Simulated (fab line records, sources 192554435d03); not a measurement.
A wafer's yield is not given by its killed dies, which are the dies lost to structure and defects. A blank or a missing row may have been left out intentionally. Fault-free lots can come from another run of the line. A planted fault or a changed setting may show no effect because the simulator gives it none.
Problem report, 8D (eight disciplines) form, completed by code :: flow n5Finfet :: the parts of the form that need people (team, actions taken, sign-off) are left out

== 1. WHAT IS WRONG ==
At N5_BEOL_M3_COAT_68, spinSpeedRpm averages 1425.5 rpm over 6 wafers from 2 lots, while fault-free wafers read 1500.0 rpm, standard deviation 1.1. Relative to the usual mean, that is a shift of -68 standard deviations.
The step: time 60 s, resist thk 12 nm.
Seen first at day 10 22:23 on lithoTrack-05, wafer L545.1. Wafers with a number at this step in the record: 12, from 4 lots. The rule behind "out" and "out of limits": a value lying over 4 standard deviations away from the usual mean. All remaining wafers that have a number are taken as sound.

== 2. WHAT IT IS; WHAT IT IS NOT ==
question: which readings at this step
is: spinSpeedRpm
is not: chillPlateTempC

question: which lots
is: L545, L547
is not: L532, L540

question: which wafers of those lots
is: all that have a number
is not: -

question: read on which tools
is: lithoTrack-05
is not: lithoTrack-02

question: when
is: from day 10 22:23
is not: up to then (6 sound wafers)

== 3. SUSPECTS, AND WHAT RULES EACH OUT ==
Counting: a tool at a process step up to the reading stays a suspect if it ran every lot that is out and no sound lot after the first of them.
- lithoTrack-05 at N5_BEOL_M3_COAT_68 (time 60 s, resist thk 12 nm): kept. All lots that are out passed through it, beginning with L545 at day 10 22:23, and no sound lot followed; its final sound lot before that point was L532 at day 7 19:15. Its own spinSpeedRpm readings are out on those wafers.
Remaining after the count: lithoTrack-05 at N5_BEOL_M3_COAT_68.

== 4. THE CAUSE (what the simulator had put in) ==
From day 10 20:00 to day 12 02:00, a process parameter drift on lithoTrack-05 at N5_BEOL_M3_COAT_68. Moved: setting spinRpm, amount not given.
Counting left only this tool.

== 5. SEQUENCE OF EFFECTS, ordered by route ==
One row per reading whose mean, taken over the struck wafers that have a number, lies over 3 standard deviations from the usual. Only readings whose record carries a usual standard deviation are examined. hours: median over the lots of the time between each lot's start at the first step of this table that gives one and its start at this step. sigmas: the change, counted in usual standard deviations.
hours: 0
step: N5_BEOL_M3_COAT_68
reading: spinSpeedRpm
usual: 1500.0 rpm
on struck wafers: 1425.5
change: -74.5
sigmas: -68
It contains these process steps:
- N5_BEOL_M3_COAT_68: time 60 s, resist thk 12 nm.
Later steps that measure or inspect, where all struck wafers having a row at the step show a number for every such reading and not one has moved that far: N5_BEOL_M4_RC_MEAS_101.

== 6. HOW IT WOULD HAVE BEEN CAUGHT EARLIER ==
In this record no reading fell out of limits until day 10 22:23, 2 hours after the fault had begun at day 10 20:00.
